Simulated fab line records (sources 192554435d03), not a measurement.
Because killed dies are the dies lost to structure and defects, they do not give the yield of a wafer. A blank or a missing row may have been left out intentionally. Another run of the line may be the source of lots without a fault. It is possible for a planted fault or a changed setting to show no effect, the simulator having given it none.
Chamber matching | flow n5 finfet | uv cure-02 running N5_BEOL_M7_CURE_74: 3 sister chambers
The step cures SiCOH lowk, time 240 s. 20 wafers are shown with their chamber, then 10 later ones without.

## EACH WAFER AND ITS CHAMBER
wafer  | chamber | wafer_temp_C_max | lamp power pct (%)
L077.4 | 2       | 387.9            | 52.32
L077.5 | 2       | 389.8            | 52.33
L077.6 | 2       | 388.1            | 52.26
L078.2 | 0       | 387.8            | 52.31
L078.4 | 0       | 386.6            | 52.20
L078.5 | 0       | 387.4            | 52.34
L079.2 | 1       | 386.8            | 52.33
L079.3 | 1       | 387.8            | 52.32
L079.5 | 1       | 386.9            | 52.37
L083.1 | 2       | 387.6            | 52.32
L083.4 | 2       | 387.3            | 52.25
L083.5 | 2       | 387.7            | 52.28
L084.2 | 2       | 387.6            | 52.27
L084.4 | 2       | 388.3            | 52.22
L084.6 | 2       | 387.4            | 52.31
L087.2 | 1       | 386.7            | 52.37
L087.4 | 1       | 387.0            | 52.32
L087.5 | 1       | 386.8            | 52.22
L093.1 | 0       | 389.0            | 52.30
L093.4 | 0       | 388.1            | 52.28

SIGNATURES, as means of the wafers listed above
reading          | chamber 0 | chamber 1 | chamber 2 | scatter within a chamber
wafer_temp_C_max | 387.780   | 387.000   | 387.967   | 0.709
lamp power pct   | 52.2860   | 52.3217   | 52.2844   | 0.047
Rule: for a wafer and a chamber, the distance is found by dividing, reading by reading, the gap between the wafer's reading and the chamber's mean by the reading's scatter, squaring, summing and taking the root. If the next closest chamber is less than 2 further off than the closest, the wafer can't be placed; otherwise it belongs to the closest. The scatter is the square root of a quotient: the sum, over the shown wafers, of each reading's squared deviation from its chamber's mean, divided by wafers minus chambers.

## WAFERS WHOSE CHAMBER IS MISSING
wafer  | wafer_temp_C_max | lamp power pct (%)
L093.5 | 387.2            | 52.35
L095.2 | 386.7            | 52.35
L095.4 | 387.3            | 52.36
L095.6 | 387.4            | 52.40
L096.3 | 387.4            | 52.24
L096.4 | 388.2            | 52.19
L096.5 | 387.4            | 52.29
L097.4 | 387.6            | 52.31
L097.5 | 388.7            | 52.25
L097.6 | 388.6            | 52.39

## EACH ONE'S CHAMBER
wafer  | from the rows above          | in truth
L093.5 | can't be placed: 1 or 0 or 2 | 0
L095.2 | can't be placed: 1 or 0 or 2 | 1
L095.4 | can't be placed: 1 or 0 or 2 | 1
L095.6 | can't be placed: 1 or 0 or 2 | 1
L096.3 | can't be placed: 0 or 2 or 1 | 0
L096.4 | can't be placed: 2 or 0 or 1 | 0
L096.5 | can't be placed: 0 or 2 or 1 | 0
L097.4 | can't be placed: 0 or 2 or 1 | 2
L097.5 | can't be placed: 2 or 0 or 1 | 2
L097.6 | can't be placed: 2 or 0 or 1 | 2
0 of 10 placed correctly. Not placeable from these rows: 10 (in 10, the candidates include the true chamber). 0 placed wrongly.
